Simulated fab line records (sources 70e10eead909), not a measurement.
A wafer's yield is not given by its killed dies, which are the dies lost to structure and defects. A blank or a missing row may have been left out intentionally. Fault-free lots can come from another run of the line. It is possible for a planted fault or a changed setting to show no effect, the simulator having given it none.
What tool caused it? || flow nand_harc || 12 lots, 36 wafers sampled, at 6 steps of a route of 1302

WHAT EACH GAUGE READ, for each wafer
NHARC_P_M0_OVL_MEAS_10: pitch 180 nm.
{"lot": "L075", "measured": "day 6 09:34", "on": "overlay-01", "overlay_x_nm (nm)": "0.1 -0.6 0.0"}
{"lot": "L077", "measured": "day 7 01:13", "on": "overlay-02", "overlay_x_nm (nm)": "-1.0 -1.0 -1.0"}
{"lot": "L079", "measured": "day 8 08:51", "on": "overlay-01", "overlay_x_nm (nm)": "-1.0 -0.5 0.0"}
{"lot": "L081", "measured": "day 8 22:25", "on": "overlay-02", "overlay_x_nm (nm)": "-0.4 -0.5 -0.3"}
{"lot": "L083", "measured": "day 9 19:18", "on": "overlay-01", "overlay_x_nm (nm)": "0.8 1.0 0.8"}
{"lot": "L085", "measured": "day 10 18:47", "on": "overlay-01", "overlay_x_nm (nm)": "0.5 0.6 0.3"}
{"lot": "L087", "measured": "day 11 12:41", "on": "overlay-01", "overlay_x_nm (nm)": "-1.3 -1.3 -1.6"}
{"lot": "L089", "measured": "day 12 08:05", "on": "overlay-02", "overlay_x_nm (nm)": "-0.5 -1.3 -0.7"}
{"lot": "L091", "measured": "day 13 09:49", "on": "overlay-01", "overlay_x_nm (nm)": "0.4 0.5 0.8"}
{"lot": "L093", "measured": "day 13 21:16", "on": "overlay-02", "overlay_x_nm (nm)": "0.7 1.0 0.2"}
{"lot": "L095", "measured": "day 14 22:01", "on": "overlay-02", "overlay_x_nm (nm)": "0.6 0.3 0.1"}
{"lot": "L097", "measured": "day 15 21:46", "on": "overlay-02", "overlay_x_nm (nm)": "1.2 1.5 1.4"}

WHICH TOOL RAN EACH LOT (tool, then ch and the chambers of the sampled wafers, then the start)
{"lot": "L075", "NHARC_P_GATE_HM_DEP_102": "acl_dep-02 ch 0, day 5 07:17", "NHARC_P_GATE_ETCH_114": "rie_diel-01 ch 0,1, day 5 09:26 or earlier", "NHARC_P_GATE_STRIP_108": "rie_diel-02 ch 1,2, day 5 09:26", "NHARC_P_GATE_STRIP_75": "plasma_asher-01 ch 0,1, day 5 21:30", "NHARC_P_CONTACT_ETCH_18": "rie_diel-12 ch 1,2,3, day 6 09:34 or earlier"}
{"lot": "L077", "NHARC_P_GATE_HM_DEP_102": "acl_dep-02 ch 0, day 5 23:57", "NHARC_P_GATE_ETCH_114": "rie_diel-05 ch 0,1,3, day 6 02:04 or earlier", "NHARC_P_GATE_STRIP_108": "rie_diel-01 ch 0,1,3, day 6 02:04", "NHARC_P_GATE_STRIP_75": "plasma_asher-01 ch 0,1, day 6 13:55", "NHARC_P_CONTACT_ETCH_18": "rie_diel-10 ch 0,1,3, day 7 01:13 or earlier"}
{"lot": "L079", "NHARC_P_GATE_HM_DEP_102": "acl_dep-01 ch 0, day 7 06:10", "NHARC_P_GATE_ETCH_114": "rie_diel-02 ch 0,1,2, day 7 08:16 or earlier", "NHARC_P_GATE_STRIP_108": "rie_diel-05 ch 0,1,3, day 7 08:16", "NHARC_P_GATE_STRIP_75": "plasma_asher-01 ch 0,1, day 7 20:19", "NHARC_P_CONTACT_ETCH_18": "rie_diel-11 ch 0,3, day 8 08:51 or earlier"}
{"lot": "L081", "NHARC_P_GATE_HM_DEP_102": "acl_dep-02 ch 0, day 7 20:34", "NHARC_P_GATE_ETCH_114": "rie_diel-05 ch 1,2, day 7 22:37 or earlier", "NHARC_P_GATE_STRIP_108": "rie_diel-01 ch 0,1, day 7 22:37", "NHARC_P_GATE_STRIP_75": "plasma_asher-01 ch 0,1, day 8 10:34", "NHARC_P_CONTACT_ETCH_18": "rie_diel-11 ch 0, day 8 18:46"}
{"lot": "L083", "NHARC_P_GATE_HM_DEP_102": "acl_dep-02 ch 0, day 8 16:56", "NHARC_P_GATE_ETCH_114": "rie_diel-02 ch 0,2, day 8 19:04 or earlier", "NHARC_P_GATE_STRIP_108": "rie_diel-01 ch 0,2,3, day 8 19:04", "NHARC_P_GATE_STRIP_75": "plasma_asher-01 ch 0,1, day 9 07:13", "NHARC_P_CONTACT_ETCH_18": "rie_diel-11 ch 0,2, day 9 19:18 or earlier"}
{"lot": "L085", "NHARC_P_GATE_HM_DEP_102": "acl_dep-02 ch 0, day 9 17:02", "NHARC_P_GATE_ETCH_114": "rie_diel-02 ch 0,1, day 9 19:04 or earlier", "NHARC_P_GATE_STRIP_108": "rie_diel-02 ch 0,2, day 9 19:04", "NHARC_P_GATE_STRIP_75": "plasma_asher-02 ch 0,1, day 10 07:03", "NHARC_P_CONTACT_ETCH_18": "rie_diel-12 ch 0,1,3, day 10 18:47 or earlier"}
{"lot": "L087", "NHARC_P_GATE_HM_DEP_102": "acl_dep-02 ch 0, day 10 09:09", "NHARC_P_GATE_ETCH_114": "rie_diel-02 ch 0,1,2, day 10 11:10 or earlier", "NHARC_P_GATE_STRIP_108": "rie_diel-02 ch 0,1, day 10 11:10", "NHARC_P_GATE_STRIP_75": "plasma_asher-02 ch 0,1, day 11 01:15", "NHARC_P_CONTACT_ETCH_18": "rie_diel-11 ch 1,2,3, day 11 12:41 or earlier"}
{"lot": "L089", "NHARC_P_GATE_HM_DEP_102": "acl_dep-01 ch 0, day 11 06:32", "NHARC_P_GATE_ETCH_114": "rie_diel-01 ch 0,1,2, day 11 08:21 or earlier", "NHARC_P_GATE_STRIP_108": "rie_diel-05 ch 0,3, day 11 08:21", "NHARC_P_GATE_STRIP_75": "plasma_asher-02 ch 0,1, day 11 20:36", "NHARC_P_CONTACT_ETCH_18": "rie_diel-10 ch 0,2,3, day 12 04:29"}
{"lot": "L091", "NHARC_P_GATE_HM_DEP_102": "acl_dep-03 ch 0, day 12 08:09", "NHARC_P_GATE_ETCH_114": "rie_diel-01 ch 1,2, day 12 10:23 or earlier", "NHARC_P_GATE_STRIP_108": "rie_diel-01 ch 0,2, day 12 10:23", "NHARC_P_GATE_STRIP_75": "plasma_asher-01 ch 0,1, day 12 22:19", "NHARC_P_CONTACT_ETCH_18": "rie_diel-12 ch 0,2,3, day 13 09:49 or earlier"}
{"lot": "L093", "NHARC_P_GATE_HM_DEP_102": "acl_dep-02 ch 0, day 12 17:14", "NHARC_P_GATE_ETCH_114": "rie_diel-01 ch 1,3, day 12 19:23 or earlier", "NHARC_P_GATE_STRIP_108": "rie_diel-01 ch 1,3, day 12 19:23", "NHARC_P_GATE_STRIP_75": "plasma_asher-01 ch 0,1, day 13 09:34", "NHARC_P_CONTACT_ETCH_18": "rie_diel-10 ch 2,3, day 13 21:16 or earlier"}
{"lot": "L095", "NHARC_P_GATE_HM_DEP_102": "acl_dep-02 ch 0, day 13 20:41", "NHARC_P_GATE_ETCH_114": "rie_diel-01 ch 1,2, day 13 22:37 or earlier", "NHARC_P_GATE_STRIP_108": "rie_diel-02 ch 1,2, day 13 22:37", "NHARC_P_GATE_STRIP_75": "plasma_asher-02 ch 1, day 14 10:27", "NHARC_P_CONTACT_ETCH_18": "rie_diel-12 ch 0,1,2, day 14 22:01 or earlier"}
{"lot": "L097", "NHARC_P_GATE_HM_DEP_102": "acl_dep-03 ch 0, day 14 20:16", "NHARC_P_GATE_ETCH_114": "rie_diel-05 ch 1,2,3, day 14 22:13 or earlier", "NHARC_P_GATE_STRIP_108": "rie_diel-02 ch 1,2, day 14 22:13", "NHARC_P_GATE_STRIP_75": "plasma_asher-02 ch 0,1, day 15 10:12", "NHARC_P_CONTACT_ETCH_18": "rie_diel-12 ch 0,1,2, day 15 21:46 or earlier"}
- NHARC_P_GATE_HM_DEP_102: deposits aC, target thk 120 nm.
- NHARC_P_GATE_ETCH_114: etches the open film in CF4/O2, target depth 30 nm, overetch 3 nm, time 16.5 s.
- NHARC_P_GATE_STRIP_108: strips in O2.
- NHARC_P_GATE_STRIP_75: strips in O2.
- NHARC_P_CONTACT_ETCH_18: etches the open film in C4F8/O2/Ar, target depth 481 nm, time 240.5 s.

THE ANSWER, worked out from the rows above alone
Rule: the lots themselves supply what counts as usual. The widest of any qualifying gaps counts: lots, ordered by their means at a reading, are off when they make up no more than a third of the lots, leave a main group of 4 or more, and stand apart from it by 3 or more times the standard deviation of that group's means. If all means in a main group match to the digits the tables above print for the reading, that group is not used. Also off: a lot with no number at a reading for which 4 or more lots have one. All remaining lots with rows at the step are treated as sound.
No lot is off at any reading shown: from this, nothing can be told.

WHAT THE SIMULATOR PUT IN
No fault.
